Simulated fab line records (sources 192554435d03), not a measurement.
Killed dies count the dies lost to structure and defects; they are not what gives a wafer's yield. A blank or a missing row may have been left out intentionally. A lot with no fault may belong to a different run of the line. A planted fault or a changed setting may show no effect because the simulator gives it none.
Struck lot and sound lot, side by side || flow n5-finfet || 15 steps out of a route of 1938
Sound: wafers L876.1, L876.2, L876.5. Struck: wafers L890.3, L890.5, L890.6. The cause comes at the end.
Order at every step that has rows: each side's tool, ch and its chambers, its first start. Under that, the readings that differ: sound wafers || struck wafers || difference of the means || sigmas: that difference in standard deviations of wafers without a fault.
alike: a reading whose means differ by less than 2 such deviations, as well as words and numbers matching on both sides. not compared: withheld readings; readings where some wafer has no value; bounds like >300 that might hide an equal value; numbers whose values overlap and for which the record gives no deviation.
A row with sigmas, a row that says differs or no value, or rows on one side alone: a step with any of these is where the two part. Numbers that don't overlap but have no deviation are shown without sigmas and don't part them. Lack of a reading on every wafer of one side parts them only where that side has two or more wafers.

first, 2 steps without rows for these wafers: N5_BEOL_M5_STRIP_63 (strips in N2/H2); N5_BEOL_M5_STRIP_73 (strips in N2/H2).
N5_BEOL_M5_STRIP_64: strips in CF4.
  sound on rie-diel-06 ch 0,1,3, day 9 17:52; struck on rie-diel-04 ch 0,3, day 13 17:17
  alike: bias-power-w, drypump-motor-current-A, oes-product-au, rf-vpp-V, showerhead-plenum-p-Torr, throttle-valve-pct
  not compared: rf-hours-counter-h
N5_BEOL_M5_HM_OPEN_17: chemistry Cl2/BCl3, target TiN, target depth 20 nm, overetch 6 nm.
  sound on rie-metal-02 ch 0,1, day 9 17:54; struck on rie-metal-01 ch 0,1, day 13 17:22
  alike: drypump-motor-current-A, oes-product-au, throttle-valve-pct
  not compared: rf-hours-counter-h
N5_BEOL_M5_STRIP_19: strips in O2.
  sound on rie-diel-04 ch 0,1,3, day 9 18:01; struck on rie-diel-04 ch 0,3, day 13 17:29
  alike: drypump-motor-current-A, oes-product-au, rf-vpp-V, showerhead-plenum-p-Torr, throttle-valve-pct
  not compared: rf-hours-counter-h
N5_BEOL_M5_CD_MEAS_18: pitch 56 nm, target cd 28 nm.
  struck on cd-sem-03, day 13 17:33; sound on cd-sem-01, day 9 18:05
  alike: cd-nm
then, 6 steps without rows for these wafers: N5_BEOL_M5_COAT_65 (time 60 s, resist thk 60 nm); N5_BEOL_M5_COAT_66 (time 60 s, resist thk 12 nm); N5_BEOL_M5_COAT_74 (time 60 s, resist thk 5 nm); N5_BEOL_M5_COAT_22 (resist thk 30 nm); N5_BEOL_M5_EBR_24; N5_BEOL_M5_SOFTBAKE_23 (time 60 s).
N5_BEOL_M5_EXPOSE_25: exposes mask V4, defocus 10 nm.
  sound on euv-scanner-01 ch 0, day 9 18:49; struck on euv-scanner-02 ch 0, day 13 18:48
{"reading": "exposure-dose-mJ-cm2", "sound": "52.62 52.58 52.68", "struck": "51.77 51.79 51.80", "difference": -0.84, "sigmas": -15}
  alike: mask
then, 1 step without rows for these wafers: N5_BEOL_M5_PEB_26 (peb time 60 s).
-- here the record skips 4 days between the struck wafers' starts before and after, leaving off in module BEOL_M5 and picking up in module PASSIVATION (first step shown: number 1936 of the route) --
N5_PASSIVATION_PROBE_49:
  struck on prober-01, day 18 01:22; sound on prober-01, day 13 22:30
{"reading": "defect-limited-yield (%)", "sound": "91.0 92.5 91.3", "struck": "89.2 87.4 87.5", "difference": -3.6, "sigmas": -3}
{"reading": "killed_at_M0_to_M3", "sound": "29 23 26", "struck": "44 60 77", "difference": "+34", "sigmas": "+3"}
{"reading": "killed-dies", "sound": "106 88 103", "struck": "128 149 148", "difference": "+43", "sigmas": "+3"}
{"reading": "killed-short", "sound": "27 34 36", "struck": "43 60 61", "difference": "+22", "sigmas": "+3"}
{"reading": "sort_bin_5_function (%)", "sound": "5.3 4.7 5.8", "struck": "6.4 7.4 8.1", "difference": "+2.0", "sigmas": "+2"}
{"reading": "sort_bin_6_memory (%)", "sound": "3.3 2.5 2.4", "struck": "4.2 4.6 3.9", "difference": "+1.5", "sigmas": "+3"}
  alike: killed_at_M4_up, killed-at-contacts, killed-at-front-end, killed-at-other, killed-open, sort_bin_4_leakage, sort-n-pass, sort-yield-pct

WHERE THEY PART
Earliest at N5_BEOL_M5_EXPOSE_25; latest, in this record, at N5_PASSIVATION_PROBE_49.

WHY: whatever the simulator had introduced
Process parameter drift: euv-scanner-02, from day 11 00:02 on, at N5_BEOL_M5_EXPOSE_25. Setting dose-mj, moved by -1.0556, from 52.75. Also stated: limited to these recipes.
